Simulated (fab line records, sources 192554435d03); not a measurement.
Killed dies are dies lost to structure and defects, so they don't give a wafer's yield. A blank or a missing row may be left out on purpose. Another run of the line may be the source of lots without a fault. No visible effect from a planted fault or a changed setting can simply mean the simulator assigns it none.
Comparing a struck lot with a sound one	flow n5 finfet	16 steps out of a route of 1938
Sound: these wafers, L839.1, L839.3, L839.5. Wafers struck: L853.3, L853.4, L853.6. Last of all comes the cause.
Order at every step that has rows: each side's tool, ch and its chambers, its first start. Under that, the readings that differ: sound wafers	struck wafers	difference of the means	sigmas: that difference in standard deviations of wafers without a fault.
alike: words and numbers the same on both sides, and readings whose means are apart by under 2 such deviations; not compared: readings that were withheld, readings missing a value for some wafer, numbers with overlapping values and no deviation given by the record, and bounds like >300 which may hide the same value.
The two part at a step that has a row with sigmas, a row that says differs or no value, or rows on one side only. Numbers that don't overlap but have no deviation are shown without sigmas and don't part them. A reading missing from all wafers of one side parts the sides only when that side holds two or more wafers.

N5_DUMMY_REMOVAL_STRIP_10: strips in N2/H2, time 40 s.
  sound on rie diel-01 ch 0,2,3, day 4 06:43; struck on rie diel-03 ch 1,2, day 7 16:05
  alike: drypump motor current A, oes product au, rf vpp V, showerhead plenum p Torr, throttle valve pct
  not compared: rf hours counter h
then, 2 steps without rows for these wafers: N5_DUMMY_REMOVAL_PRECLEAN_07 (cleans in dHF, time 30 s); N5_DUMMY_REMOVAL_DUMMY_REMOVE_02 (chemistry TMAH, target poly-Si, stops on SiO2, target depth 142 nm, time 57 s, rinse time 30 s).
N5_DUMMY_REMOVAL_INSPECT_06: inspects for defects (brightfield).
  struck on defect inspect-01, day 7 16:15; sound on defect inspect-01, day 4 06:53
  alike: raw defect count
then, 4 steps without rows for these wafers: N5_DUMMY_REMOVAL_PRECLEAN_08 (cleans in NF3:NH3, afs cycles 2, time 20 s, sublimation time 60 s); N5_DUMMY_REMOVAL_PRECLEAN_04 (cleans in DHF, time 37 s); N5_DUMMY_REMOVAL_SRD_05 (time 30 s); N5_HKMG_FIN_IL_REGROW_00 (material SiO2, chemistry O3, target thk 0.75 nm, time 30 s).
N5_HKMG_FIN_HK_ALD_01: deposits HfO2, target thk 1.6 nm, pulse time 3 s, purge time 3 s.
  sound on ald hk-03 ch 2,3, day 4 07:14; struck on ald hk-01 ch 0,2, day 7 16:40
  alike: precursor pulse height rel
N5_HKMG_FIN_HK_ANNEAL_02: time 30 s.
  sound on rtp anneal-02 ch 0, day 4 07:26; struck on rtp anneal-01 ch 0, day 7 17:06
  alike: lamp power pct, wafer_temp_C_max
N5_HKMG_FIN_ALD_74: deposits La2O3, target thk 0.5 nm, pulse time 6 s, co reactant pulse time 1 s.
  sound on ald hk-02 ch 0,2,3, day 4 07:38; struck on ald hk-03 ch 0,1,2, day 7 17:16
  alike: heater power w, precursor pulse height rel
N5_HKMG_FIN_ALD_75: deposits Al2O3, target thk 1 nm, co reactant pulse time 1 s.
  sound on ald hk-02 ch 0,2,3, day 4 07:43; struck on ald hk-03 ch 0,1,2, day 7 17:20
  alike: heater power w, precursor pulse height rel
N5_HKMG_FIN_COAT_41: time 60 s, resist thk 300 nm.
  sound on litho track-01 ch 0, day 4 07:49; struck on litho track-04 ch 0, day 7 17:26
reading	sound	struck	difference	sigmas
heater power total W (W)	500.5 499.4 500.6	837.2 838.0 836.3	+337.0	+99 or more
plate temp C (C)	249.91 249.85 250.00	266.96 267.30 267.24	+17.25	+96
then, 1 step without rows for these wafers: N5_HKMG_FIN_COAT_42 (time 60 s, resist thk 35 nm).
-- the record jumps here: 4 days lie between the struck wafers' starts before and after (it left off in module HKMG_FIN and takes up again in module BEOL_M4, whose first step shown is number 1111 of the route) --
N5_BEOL_M4_RC_MEAS_101:
  sound on prober-02 ch 0, day 8 02:02; struck on prober-01 ch 0, day 11 08:31
  alike: DIBL_N, DIBL_P, IOFF_N, IOFF_P, ION_N, ION_P, SS_N, SS_P, VT_N, VT_P
-- a jump in the record: the struck wafers' starts before and after are 4 days apart (it breaks off in module BEOL_M4 and resumes in module PASSIVATION, where the first step shown is number 1936 of the route) --
N5_PASSIVATION_PROBE_49:
  record: rows for the struck wafers here (prober-02, day 15 16:45), none for the sound ones

== WHERE THEY PART ==
Last at N5_PASSIVATION_PROBE_49 as far as this record goes, first at N5_HKMG_FIN_COAT_41.

WHY: what had been put in by the simulator
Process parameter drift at N5_HKMG_FIN_COAT_41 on litho track-04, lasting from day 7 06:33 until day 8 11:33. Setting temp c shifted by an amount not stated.
